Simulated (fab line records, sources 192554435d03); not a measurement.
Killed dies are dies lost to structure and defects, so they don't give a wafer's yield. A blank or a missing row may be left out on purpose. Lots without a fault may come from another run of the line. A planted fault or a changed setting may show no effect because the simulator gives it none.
fab line records | flow n5_finfet
record lots=8 wafers=24 last_day=17
route steps=1938 shown BEOL_M2@881 BEOL_M4@1111
lots that met no fault: from a run of the same line without faults
start_h: hours from the record's first day to the start of the lot's first wafer shown | wait_h: hours since the lot's step before | " the same as in the row above | L1.1+2: a row that stands for several wafers | - no value, or no start given | * or withheld: withheld | < > ~ a bound
route shown NAME@n: a module of which the file shows steps, and the number in the route of the first | usual: mean/standard deviation of fault-free wafers | same: alike in all rows | chamber/n: place in a boat | sites: the reading at each site | _std_site: their standard deviation | _edge_site: outer sites' mean less inner sites' | radius_mm: how far each site lies from the wafer's centre | mask NAME#n: copy n | behind: the tool/chamber that last shaped the wafer | hold: why the lot was held/for how many hours/how that ended | device: the transistor (n, p or np) that didn't switch | end of line: the same wafers' tests at the end of the route | a step without rows: its recipe alone | killed: dies lost to structure and defects at the first sort, not the wafer's yield | map: a wafer's dies, x killed, . not, _ none there
set.NAME: the setting as run; set.NAME@STEP: as run at that earlier step | model.NAME: the simulator's own value behind a step, which no gauge read
steps of the route over a sample of lots; a table a step, a row a wafer
services: from which hour (start_h, from the record's first day; less than 0 if before it) a tool's chamber was out of use, for how many hours, and why
## steps
# step N5_BEOL_M2_ETCH_69
# recipe chemistry=CF4 target=SiARC target_depth_a=156 mask_material=CAR-EUV time_s=26 ion_energy_ev=80 pressure_mtorr=40 source_w=545 bias_w=36 Ar_flow_sccm=100 cf4_flow_sccm=100 ends=cleared
# usual drypump_motor_current_A=5.6/0.52 etch_rf_on_time_s=25.9/0.35 mfc_ar_sccm=99.98/0.29 oes_product_au=0.70/0.085 rf_fwd_power_W=531.9/2 rf_vpp_V=184.0/1 showerhead_plenum_p_Torr=2.15/0.055 throttle_valve_pct=15.55/0.17
# columns lot.wafer tool chamber start_h wait_h drypump_motor_current_A etch_rf_on_time_s mfc_ar_sccm oes_product_au rf_fwd_power_W rf_hours_counter_h rf_vpp_V showerhead_plenum_p_Torr throttle_valve_pct
L185.1 rie_diel-06 2 136.75 0.0 5.4 26.0 99.94 0.60 532.1 246 182.8 2.11 15.88
L185.2 " 1 " " 5.3 26.2 99.78 0.60 531.5 214 182.3 2.12 15.69
L185.3 " 0 " " 5.5 26.1 99.36 0.66 530.1 125 186.4 2.23 15.73
L186.1 rie_diel-01 3 144.27 0.0 5.8 26.1 100.04 0.79 532.6 19 184.6 2.18 15.42
L186.2 " 1 " " 4.9 26.1 99.97 0.80 533.2 8 184.9 2.11 15.24
L186.4 " 2 " " 5.5 26.0 100.34 0.63 533.5 - 183.8 2.14 15.49
L188.1 rie_diel-01 0 159.14 0.0 5.4 25.6 100.30 0.83 531.3 3 184.4 2.20 15.66
L188.5 " 0 " " 5.3 25.4 100.01 0.84 531.7 - 184.0 2.20 15.69
L188.6 " 1 " " 4.8 26.1 99.94 0.79 533.0 - 184.4 2.10 15.26
L190.1 rie_diel-01 3 170.07 0.0 5.8 26.2 100.03 0.78 532.2 29 184.2 2.18 15.43
L190.2 " 2 " " 5.5 26.2 100.49 0.62 532.2 173 183.9 2.14 15.52
L190.3 " 1 " " 4.8 26.2 100.15 0.78 531.3 20 183.0 2.10 15.26
L195.1 rie_diel-04 2 195.88 0.0 6.5 25.4 100.04 0.79 531.9 16 185.4 2.27 15.49
L195.3 " 3 " " 5.7 25.5 99.72 0.64 536.9 195 182.5 2.04 15.47
L195.6 " 2 " " 6.5 25.6 100.39 0.80 530.9 - 186.7 2.27 15.49
L202.1 rie_diel-01 0 231.72 0.0 5.3 25.3 100.13 0.78 531.9 28 183.7 2.19 15.71
L202.5 " 3 " " 5.8 26.0 99.33 0.74 530.6 - 185.1 2.17 15.47
L202.6 " 0 " " 5.3 25.4 100.06 0.77 532.0 - 184.9 2.19 15.73
L203.1 rie_diel-01 2 249.22 0.0 5.5 26.3 100.08 0.60 533.0 203 183.9 2.13 15.58
L203.2 " 3 " " 5.8 26.0 99.80 0.73 533.9 57 186.3 2.17 15.48
L203.3 " 0 " " 5.3 25.2 99.75 0.77 533.9 35 182.4 2.18 15.76
L207.2 rie_diel-06 0 268.33 0.0 5.5 26.3 100.28 0.62 527.6 173 184.7 2.22 15.83
L207.4 " 3 " " 6.8 26.0 99.88 0.61 531.9 - 185.0 2.20 15.76
L207.6 " 2 " " 5.4 26.1 99.98 0.75 533.7 - 183.3 2.10 15.46
# step N5_BEOL_M2_VIA_ETCH_34
# recipe chemistry=C4F6/O2 target_depth_a=694 mask_material=SOC pressure_mtorr=15 ion_energy_ev=250 taper_deg=4 time_s=65.9 source_w=350 bias_w=170 Ar_flow_sccm=300 C4F6_flow_sccm=10 O2_flow_sccm=10
# usual drypump_motor_current_A=5.7/0.52 mfc_ar_sccm=300.1/1 oes_product_au=0.80/0.1 rf_fwd_power_W=346.8/1.2 rf_vpp_V=662/4.3 showerhead_plenum_p_Torr=2.85/0.092 throttle_valve_pct=30.73/0.22
# columns lot.wafer tool chamber start_h wait_h drypump_motor_current_A mfc_ar_sccm oes_product_au rf_fwd_power_W rf_hours_counter_h rf_vpp_V showerhead_plenum_p_Torr throttle_valve_pct
L185.1 rie_diel-06 3 138.89 0.0 6.9 300.6 0.75 346.7 157 662 2.94 30.75
L185.2 " 1 " " 5.3 300.0 0.70 344.8 214 653 2.81 30.73
L185.3 " 0 " " 5.6 299.5 0.77 345.3 126 669 2.96 30.80
L186.1 rie_diel-01 3 146.06 0.0 5.8 299.3 0.93 346.2 20 657 2.89 30.51
L186.2 " 1 " " 4.9 299.1 0.95 347.1 9 654 2.79 30.45
L186.4 " 1 " " 4.8 299.1 0.95 346.3 - 654 2.79 30.46
L188.1 rie_diel-04 1 160.26 0.0 5.6 299.1 0.70 347.8 208 662 2.81 30.63
L188.5 " 2 " " 6.5 299.5 0.98 346.7 - 666 3.03 30.79
L188.6 " 1 " " 5.6 300.8 0.70 346.3 - 664 2.81 30.60
L190.1 rie_diel-04 2 172.10 0.0 6.5 300.2 0.97 347.7 7 668 3.03 30.78
L190.2 " 1 " " 5.6 299.6 0.70 348.0 212 663 2.81 30.61
L190.3 " 0 " " 5.6 299.5 0.69 346.2 238 662 2.82 31.25
L195.1 rie_diel-04 0 200.01 0.0 5.6 301.0 0.68 348.5 248 659 2.81 31.29
L195.3 " 1 " " 5.6 301.1 0.68 346.4 219 662 2.80 30.61
L195.6 " 0 " " 5.6 300.4 0.69 346.5 - 659 2.81 31.27
L202.1 rie_diel-01 3 235.95 0.0 5.8 302.6 0.86 347.4 52 657 2.88 30.55
L202.5 " 0 " " 5.4 300.1 0.90 346.8 - 663 2.90 31.11
L202.6 " 3 " " 5.8 301.4 0.87 345.6 - 656 2.88 30.55
L203.1 rie_diel-06 2 251.33 0.0 5.4 299.3 0.89 346.6 30 656 2.79 30.72
L203.2 " 0 " " 5.5 299.1 0.74 344.1 166 668 2.94 30.83
L203.3 " 3 " " 6.8 299.1 0.72 348.4 196 663 2.93 30.78
L207.2 rie_diel-01 2 269.67 0.0 5.5 299.9 0.70 345.8 209 666 2.83 30.67
L207.4 " 0 " " 5.3 300.4 0.89 345.5 41 662 2.90 31.10
L207.6 " 2 " " 5.5 301.0 0.70 346.6 - 664 2.83 30.66
# step N5_BEOL_M2_TRENCH_ETCH_37
# recipe chemistry=C4F6/O2 target_depth_a=555.55 target=SiOC time_s=29.2 ion_energy_ev=250 pressure_mtorr=30 source_w=355 bias_w=185 Ar_flow_sccm=300 C4F6_flow_sccm=10 O2_flow_sccm=10
# usual drypump_motor_current_A=5.7/0.52 mfc_ar_sccm=300.0/1 oes_product_au=0.80/0.1 rf_fwd_power_W=349.8/1.8 rf_vpp_V=662/4.2 showerhead_plenum_p_Torr=2.86/0.092 throttle_valve_pct=20.84/0.19
# columns lot.wafer tool chamber start_h wait_h drypump_motor_current_A mfc_ar_sccm oes_product_au rf_fwd_power_W rf_hours_counter_h rf_vpp_V showerhead_plenum_p_Torr throttle_valve_pct
L185.1 rie_diel-06 3 138.99 - 6.8 300.7 0.75 348.4 157 662 2.95 20.88
L185.2 " 1 " " 5.3 299.1 0.69 349.2 215 654 2.82 20.88
L185.3 " 0 " " 5.5 298.9 0.77 346.4 126 667 2.96 20.95
L186.1 rie_diel-01 3 146.16 - 5.8 300.7 0.92 349.9 20 656 2.90 20.67
L186.2 " 1 " " 4.8 300.4 0.95 348.9 9 654 2.80 20.53
L186.4 " 1 " " 4.9 299.3 0.95 349.4 - 654 2.80 20.52
L188.1 rie_diel-04 1 160.36 - 5.6 299.0 0.70 350.0 208 663 2.81 20.77
L188.5 " 2 " " 6.5 301.8 0.99 351.5 - 667 3.04 20.83
L188.6 " 1 " " 5.6 301.0 0.69 350.2 - 663 2.81 20.76
L190.1 rie_diel-04 2 172.20 - 6.5 300.8 0.96 353.3 7 668 3.04 20.82
L190.2 " 1 " " 5.6 299.3 0.69 349.3 212 663 2.81 20.77
L190.3 " 0 " " 5.6 299.9 0.69 349.7 238 660 2.82 21.33
L195.1 rie_diel-04 0 200.11 - 5.6 299.6 0.68 - 249 661 2.82 21.35
L195.3 " 1 " " 5.6 301.7 0.70 350.0 219 663 2.81 20.77
L195.6 " 0 " " 5.6 298.8 0.69 - - 661 2.82 21.33
L202.1 rie_diel-01 3 236.05 - 5.7 299.5 0.87 349.5 52 658 2.88 20.71
L202.5 " 0 " " 5.3 298.6 0.90 348.3 - 662 2.91 21.07
L202.6 " 3 " " 5.8 299.4 0.87 348.2 - 657 2.88 20.71
L203.1 rie_diel-06 2 251.43 - 5.4 300.0 0.89 349.9 30 657 2.80 20.80
L203.2 " 0 " " 5.5 300.2 0.74 346.9 166 666 2.94 20.99
L203.3 " 3 " " 6.8 299.5 0.73 350.3 196 661 2.93 20.93
L207.2 rie_diel-01 2 269.77 - 5.5 300.8 0.70 348.4 209 665 2.83 20.82
L207.4 " 0 " " 5.3 301.7 0.90 348.8 41 663 2.90 21.07
L207.6 " 2 " " 5.5 300.1 0.71 349.2 - 663 2.83 20.82
# step N5_BEOL_M2_STRIP_97
# recipe chemistry=N2/H2 time_s=10 power_w=450 temp_c=40 pressure_mtorr=20 rf_frequency_hz=6e+07 bias_power_w=7 n2_flow_sccm=200 h2_flow_sccm=200
# usual drypump_motor_current_A=5.7/0.52 oes_product_au=0.80/0.1 rf_vpp_V=59.3/0.85 showerhead_plenum_p_Torr=2.55/0.089 throttle_valve_pct=23.65/0.21
# columns lot.wafer tool chamber start_h wait_h drypump_motor_current_A oes_product_au rf_hours_counter_h rf_vpp_V showerhead_plenum_p_Torr throttle_valve_pct
L185.1 rie_diel-06 3 - - 6.8 0.76 157 59.7 2.64 23.48
L185.2 " 1 " " 5.3 0.70 215 59.7 2.51 23.65
L185.3 " 0 " " 5.5 0.78 126 60.4 2.66 23.70
L186.1 rie_diel-01 3 - - 5.8 0.93 20 59.4 2.60 23.44
L186.2 " 1 " " 4.9 0.94 9 58.8 2.49 23.37
L186.4 " 1 " " 4.8 0.96 - 59.0 2.49 23.38
L188.1 rie_diel-04 1 - - 5.6 0.71 208 59.9 2.52 23.86
L188.5 " 2 " " 6.5 0.98 - 59.5 2.72 23.72
L188.6 " 1 " " 5.6 0.70 - 58.5 2.52 23.86
L190.1 rie_diel-04 2 - - 6.5 0.96 7 59.0 2.72 23.75
L190.2 " 1 " " 5.6 0.70 212 59.5 2.51 23.86
L190.3 " 0 " " 5.6 0.69 238 59.5 2.51 24.08
L195.1 rie_diel-04 0 - - 5.6 0.69 249 58.6 2.50 24.08
L195.3 " 1 " " 5.6 0.69 219 58.6 2.51 23.89
L195.6 " 0 " " 5.6 0.70 - 59.4 2.50 24.10
L202.1 rie_diel-01 3 - - 5.8 0.86 52 59.0 2.59 23.48
L202.5 " 0 " " 5.3 0.90 - 60.4 2.60 23.94
L202.6 " 3 " " 5.8 0.87 - 60.5 2.59 23.48
L203.1 rie_diel-06 2 - - 5.4 0.90 30 58.7 2.49 23.39
L203.2 " 0 " " 5.5 0.74 166 59.4 2.64 23.75
L203.3 " 3 " " 6.8 0.73 196 58.9 2.63 23.53
L207.2 rie_diel-01 2 - - 5.5 0.71 209 57.7 2.51 23.54
L207.4 " 0 " " 5.3 0.89 41 58.8 2.60 23.97
L207.6 " 2 " " 5.5 0.70 - 59.2 2.51 23.55
# step N5_BEOL_M2_OCD_MEAS_38
# usual trench_depth_nm=55.5/0.8
# columns lot.wafer tool chamber start_h wait_h trench_depth_nm
L185.1 ocd-02 - 139.14 - 55.6
L185.2 " - " " 54.8
L185.3 " - " " 55.3
L186.1 ocd-01 - 146.32 - 55.7
L186.2 " - " " 56.7
L186.4 " - " " 55.3
L188.1 ocd-01 - 160.51 - 54.8
L188.5 " - " " 55.4
L188.6 " - " " 53.8
L190.1 ocd-02 - 172.35 - 57.1
L190.2 " - " " 53.7
L190.3 " - " " 55.2
L195.1 ocd-02 - 200.26 - 52.4
L195.3 " - " " 54.9
L195.6 " - " " 53.0
L202.1 ocd-01 - 236.20 - 54.7
L202.5 " - " " 55.9
L202.6 " - " " 55.0
L203.1 ocd-02 - 251.58 - 55.7
L203.2 " - " " 54.7
L203.3 " - " " 54.8
L207.2 ocd-01 - 269.92 - 55.7
L207.4 " - " " 58.0
L207.6 " - " " 55.6
# step N5_BEOL_M4_RC_MEAS_101
# usual DIBL_N=36.4/1.5 DIBL_P=36.6/1.9 IOFF_N=0.155/0.021 IOFF_P=0.211/0.028 ION_N=671/8.6 ION_P=462/5.8 SS_N=71.5/0.5 SS_P=73.4/0.58 VT_N=250.1/2.4 VT_P=-250.1/3
# columns lot.wafer tool chamber start_h wait_h DIBL_N[mV/V] DIBL_P[mV/V] IOFF_N[nA/um] IOFF_P[nA/um] ION_N[uA/um] ION_P[uA/um] SS_N[mV/dec] SS_P[mV/dec] VT_N[mV] VT_P[mV]
L185.1 prober-02 0 167.86 0.0 35.7 35.0 0.134 0.193 674 457 71.2 72.5 250.6 -250.8
L185.2 " 0 " " 35.3 35.4 0.138 0.200 667 464 71.4 72.0 248.9 -251.9
L185.3 " 0 " " 35.8 34.5 0.142 0.189 685 461 71.5 72.8 250.2 -252.8
L186.1 prober-01 0 176.48 0.0 35.7 35.7 0.152 0.207 677 464 71.3 73.3 249.9 -250.3
L186.2 " 0 " " 36.7 36.6 0.157 0.215 676 468 71.8 73.8 249.4 -251.7
L186.4 " 0 " " 35.8 35.5 0.149 0.198 664 460 71.7 74.5 251.1 -249.5
L188.1 prober-01 0 186.47 0.0 37.2 39.2 0.161 0.217 673 462 71.3 73.6 252.4 -251.4
L188.5 " 0 " " 38.2 39.4 0.176 0.220 674 460 72.0 73.9 250.6 -250.6
L188.6 " 0 " " 34.9 36.1 0.127 0.173 660 453 71.1 72.8 256.3 -252.3
L190.1 prober-01 0 190.62 0.0 34.9 34.8 0.137 0.224 657 464 70.6 72.8 254.1 -246.3
L190.2 " 0 " " 34.0 33.9 0.129 0.204 661 463 70.9 72.6 256.0 -251.0
L190.3 " 0 " " 33.9 33.5 0.126 0.202 660 466 71.0 72.7 249.6 -251.1
L195.1 prober-02 0 230.69 0.0 35.1 37.2 0.155 0.237 672 468 71.5 73.1 249.5 -246.7
L195.3 " 0 " " 34.4 36.2 0.144 0.221 669 458 71.2 73.0 250.6 -246.5
L195.6 " 0 " " 33.7 35.3 0.133 0.204 662 461 71.7 72.8 252.6 -252.6
L202.1 prober-01 0 268.67 0.0 37.4 37.4 0.165 0.216 673 456 72.4 73.7 249.8 -250.1
L202.5 " 0 " " 37.3 37.3 0.157 0.215 661 459 72.3 73.1 250.2 -250.8
L202.6 " 0 " " 37.6 37.9 0.167 0.225 669 466 71.7 73.4 250.1 -247.8
L203.1 prober-02 0 277.96 0.0 36.0 38.0 0.171 0.222 670 463 71.5 73.3 250.0 -248.7
L203.2 " 0 " " 34.9 37.0 0.152 0.204 670 466 71.0 72.7 250.4 -249.4
L203.3 " 0 " " 35.9 38.0 0.169 0.232 677 467 71.0 73.0 249.7 -247.9
L207.2 prober-01 0 297.41 0.2 32.6 33.7 0.128 0.168 670 469 71.4 72.8 252.5 -250.6
L207.4 " 0 " " 34.9 35.5 0.152 0.209 677 471 71.3 73.7 249.9 -246.6
L207.6 " 0 " " 34.2 34.8 0.143 0.188 679 467 71.7 73.1 251.6 -253.1
## services
# columns tool chamber start_h hours kind
rie_diel-06 0 118.56 6.0 repair
rie_diel-01 0 128.57 - clean
rie_diel-01 0 128.57 - consumable_replace:focus_ring
rie_diel-01 0 128.57 21.9 scheduled_down
rie_diel-01 0 128.57 21.9 vent_cycle
rie_diel-04 2 135.03 - clean
rie_diel-04 2 135.03 - consumable_replace:focus_ring
rie_diel-04 2 135.03 - consumable_replace:showerhead
rie_diel-04 2 135.03 19.1 scheduled_down
rie_diel-04 2 135.03 19.1 vent_cycle
rie_diel-06 2 150.22 - clean
rie_diel-06 2 150.22 - consumable_replace:focus_ring
rie_diel-06 2 150.22 14.8 scheduled_down
rie_diel-06 2 150.22 14.8 vent_cycle
rie_diel-04 0 204.28 - clean
rie_diel-04 0 204.28 - consumable_replace:focus_ring
rie_diel-04 0 204.28 17.3 scheduled_down
rie_diel-04 0 204.28 17.3 vent_cycle
rie_diel-04 1 217.32 5.2 repair
rie_diel-06 1 242.35 55.8 repair
rie_diel-04 0 265.68 8.2 repair
## key
first_sign step=N5_BEOL_M2_OCD_MEAS_38 reading=trench_depth_nm direction=down sigmas=3.5 usual=55.5 struck=52.7
effect none on later readings
met_at N5_BEOL_M2_TRENCH_ETCH_37
struck_lots L195
struck_wafers L195.1,L195.6
not_acting_at N5_BEOL_M2_ETCH_69,N5_BEOL_M2_VIA_ETCH_34,N5_BEOL_M2_STRIP_97
onset_between 172.20 200.11
fault kind=process_parameter_drift tool=rie_diel-04 chamber=0 onset_h=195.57 steps=N5_BEOL_M2_TRENCH_ETCH_37 channel=time_s offset=* shape=step end_h=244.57 acts_in=* stated=*
